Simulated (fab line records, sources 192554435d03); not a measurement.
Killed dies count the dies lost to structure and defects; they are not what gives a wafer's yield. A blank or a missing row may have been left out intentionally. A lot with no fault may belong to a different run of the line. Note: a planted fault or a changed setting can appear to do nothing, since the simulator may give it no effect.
Problem report in the 8D (eight disciplines) form, filled by code | flow n5-finfet | the parts of the form that need people (team, actions taken, sign-off) are left out

1. THE ISSUE
Wafers free of any fault read 155.4 nm (standard deviation 2.5) for M7_ILD_THK at N5_BEOL_M7_THK_MEAS_01, against a mean of 133.2 nm on 2 wafers of 2 lots. That puts it -8.9 standard deviations away from the usual mean.
The first sign was on wafer L261.2 at day 12 04:21, on film-metro-02. The record has a number at this step for 11 wafers belonging to 4 lots. By rule, "out" or "out of limits" means more than 4 standard deviations away from the usual mean. Any other wafer with a number is counted as sound.

2. WHAT IT IS; WHAT IT IS NOT
question                    | is                           | is not
which readings at this step | M7_ILD_THK                   | -
which lots                  | L261, L263                   | L260, L271
which wafers of those lots  | L261.2, L263.2               | L261.4, L261.6, L263.6
read on which gauges        | film-metro-01, film-metro-02 | -
when                        | from day 12 04:21            | up to then (5 sound wafers); but 4 sound wafers of L263, L271 came after

3. THE SUSPECTS, EACH WITH WHAT RULES IT OUT
Counting: if a tool at a process step up to the reading ran every lot that is out, it stays a suspect. Sound lots after the first of them don't rule it out here, since some wafers of a struck lot are sound.
- the gauge at N5_BEOL_M7_THK_MEAS_01 is ruled out. 2 gauges (film-metro-01, film-metro-02) read the wafers that are out.
- pecvd-04 at N5_BEOL_M7_ILD_DEP_00 (deposits SiCOH lowk from DEMS/porogen, target thk 179.75 nm, time 33.4 s): kept. Ran every lot that is out, first one L261 (day 12 03:17); last sound lot up to then L260 (day 11 08:22).
The count leaves pecvd-04 at N5_BEOL_M7_ILD_DEP_00.

4. THE CAUSE (what the simulator had put in)
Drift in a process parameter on pecvd-04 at N5_BEOL_M7_ILD_DEP_00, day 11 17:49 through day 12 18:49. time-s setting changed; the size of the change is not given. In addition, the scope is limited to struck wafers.
Only this tool survived the counting.

5. THE EFFECT CHAIN, in route order
Each row: a reading whose mean over the struck wafers that have a number lies more than 3 standard deviations from the usual. Scope: only readings with a usual standard deviation given in the record; hours: median across lots of the time from each lot's start at the first step in this table that gives one to its start at this step; sigmas: change in usual standard deviations.
hours | step                   | reading    | usual    | on struck wafers | change | sigmas
0     | N5_BEOL_M7_THK_MEAS_01 | M7_ILD_THK | 155.4 nm | 133.2            | -22.2  | -8.9

6. WHAT WOULD HAVE CAUGHT IT SOONER
11 hours passed between the start of the fault at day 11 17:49 and the first reading out of limits at a measuring or inspecting step in this record, taken at day 12 04:21.
Tool readings at N5_BEOL_M7_ILD_DEP_00 with a usual standard deviation given in the record: none out on any struck wafer, hence no alarm at a limit of 4 standard deviations on them.
Lots out: 2; of these, L263 started N5_BEOL_M7_ILD_DEP_00 on pecvd-04 after day 12 04:21. Holding the tool at that time would have saved it.
